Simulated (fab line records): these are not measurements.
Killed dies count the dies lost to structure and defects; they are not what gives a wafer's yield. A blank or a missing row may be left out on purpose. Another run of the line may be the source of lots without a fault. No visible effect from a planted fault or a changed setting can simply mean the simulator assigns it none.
Comparing a struck lot with a sound one	flow n5Finfet	27 out of 1938 route steps
Sound: these wafers, L167.2, L167.3, L167.5. Wafers struck: L177.1, L177.5, L177.6. The cause is given at the end.
At each step with rows: each side's tool, then ch and its chambers, then its first start. Under that, the readings that differ: sound wafers	struck wafers	difference of the means	sigmas: that difference in standard deviations of wafers without a fault.
alike: readings with means less than 2 such deviations apart, plus words and numbers identical on both sides. not compared: withheld readings, readings lacking a value on some wafer, bounds such as >300 that could conceal the same value, and numbers that have no deviation in the record and whose values overlap.
The two part at a step that has a row with sigmas, a row that says differs or no value, or rows on one side only. Numbers that have no deviation but don't overlap get no sigmas and don't part them. A reading that every wafer of one side lacks parts them only if that side has two wafers or more.

first, 1 step without rows for these wafers: N5_BEOL_M0_WET_ETCH_106 (etches SiO2 in DHF, target depth 130 nm, rinse time 30 s).
N5_BEOL_M0_ETCH_128: etches SiCN in CF4/N2, target depth 12 nm, overetch 5.1 nm, time 21.4 s.
  sound on rieDiel-06 ch 0,1,2, day 7 23:28; struck on rieDiel-01 ch 2,3, day 10 09:11
  alike: drypumpMotorCurrentA, oesProductAu, rfVppV, showerheadPlenumPTorr, throttleValvePct
  not compared: rfHoursCounterH
N5_BEOL_M0_TRENCH_ETCH_107: etches SiOC in C4F6/O2, target depth 32.8 nm, time 16.4 s.
  sound on rieDiel-06 ch 0,1,2, day 7 23:31; struck on rieDiel-01 ch 2,3, day 10 09:14
  alike: drypumpMotorCurrentA, oesProductAu, rfVppV, showerheadPlenumPTorr, throttleValvePct
  not compared: rfHoursCounterH
then, 1 step without rows for these wafers: N5_BEOL_M0_STRIP_142 (strips in N2/H2, time 10 s).
N5_BEOL_M0_OCD_MEAS_108:
  struck on ocd-02, day 10 09:20; sound on ocd-02, day 7 23:37
  alike: trenchDepthNm
then, 2 steps without rows for these wafers: N5_BEOL_M0_HM_STRIP_129 (strips TiN in peroxide tin strip, target depth 17 nm, time 108 s); N5_BEOL_M0_SRD_130 (time 30 s).
N5_BEOL_M0_ETCH_109: etches SiCN in CH3F/O2, target depth 8 nm, overetch 2.4 nm, time 27.4 s.
  sound on rieDiel-04 ch 0,1,3, day 7 23:44; struck on rieDiel-01 ch 1,2, day 10 09:47
  alike: drypumpMotorCurrentA, oesProductAu, rfVppV, showerheadPlenumPTorr, throttleValvePct
  not compared: rfHoursCounterH
then, 4 steps without rows for these wafers: N5_BEOL_M0_STRIP_139 (strips in post etch residue remover, time 60 s); N5_BEOL_M0_SRD_111 (time 30 s); N5_BEOL_M0_DEGAS_112 (time 60 s); N5_BEOL_M0_PRE_CLEAN_113 (time 30 s).
N5_BEOL_M0_ALD_136: deposits TaN, pulse time 2 s, purge time 3 s, co reactant purge time 2 s.
  sound on aldMetal-04 ch 1,2, day 8 01:11; struck on aldMetal-02 ch 0,3, day 10 10:32
reading	sound	struck	difference	sigmas
aldCycles	30 30 30	19 19 19	-11	
  alike: heaterPowerOuterW, heaterPowerW, mfcCarrierSccm
  not compared: model.TaN_of_BEOL_M0_ALD_136.thkNm
then, 5 steps without rows for these wafers: N5_BEOL_M0_SURFACE_TREAT_137; N5_BEOL_M0_CVD_115 (deposits Co from CCTBA/H2, time 120 s); N5_BEOL_M0_SPUTTER_116 (material Cu, target thk 4 nm, time 7.37 s); N5_BEOL_M0_ANNEAL_117 (time 60 s); N5_BEOL_M0_SPUTTER_132 (material Cu, target thk 4 nm, time 7.37 s).
N5_BEOL_M0_ANNEAL_133: time 60 s.
  struck on pvdSputter-01, day 10 11:26; sound on pvdSputter-01, day 8 01:58
  alike: heaterPowerW
then, 1 step without rows for these wafers: N5_BEOL_M0_SPUTTER_134 (material Cu, target thk 4 nm, time 7.37 s).
N5_BEOL_M0_ANNEAL_135: time 60 s.
  struck on pvdSputter-01, day 10 11:33; sound on pvdSputter-01, day 8 02:05
  alike: heaterPowerW
then, 3 steps without rows for these wafers: N5_BEOL_M0_SPUTTER_141 (material Cu, target thk 4 nm, time 7.37 s); N5_BEOL_M0_ECD_118 (material Cu, target thk 300 nm); N5_BEOL_M0_ANNEAL_119 (time 90 s).
N5_BEOL_M0_CMP_120: polishes, stops on SiOC, t overpolish 6.9 s.
  sound on cmp-01 ch 0,1, day 8 02:37; struck on cmp-01 ch 0,1,3, day 10 12:16
reading	sound	struck	difference	sigmas
barrierFieldEndpointS (s)	3.66 3.67 3.69	2.73 2.95 2.83	-0.84	-7
  alike: headPressurePsi, motorCurrentA, slurryFilterDpKPa, slurryFlowMlMin
-- the record jumps here: 2 days lie between the struck wafers' starts before and after (it left off in module BEOL_M0 and takes up again in module BEOL_M4, whose first step shown is number 1111 of the route) --
N5_BEOL_M4_RC_MEAS_101:
  sound on prober-01 ch 0, day 10 04:25; struck on prober-01 ch 0, day 12 21:41
  alike: DIBL_N, DIBL_P, IOFF_N, IOFF_P, ION_N, ION_P, SS_N, SS_P, VT_N, VT_P
following that, these wafers have no rows for 1 step: N5_PASSIVATION_PROBE_49.

== WHERE THEY PART ==
At N5_BEOL_M0_CMP_120 and nowhere else, as far as this record goes. Later steps at which nothing parts them and some readings are alike: N5_BEOL_M4_RC_MEAS_101.

WHY: whatever the simulator had introduced
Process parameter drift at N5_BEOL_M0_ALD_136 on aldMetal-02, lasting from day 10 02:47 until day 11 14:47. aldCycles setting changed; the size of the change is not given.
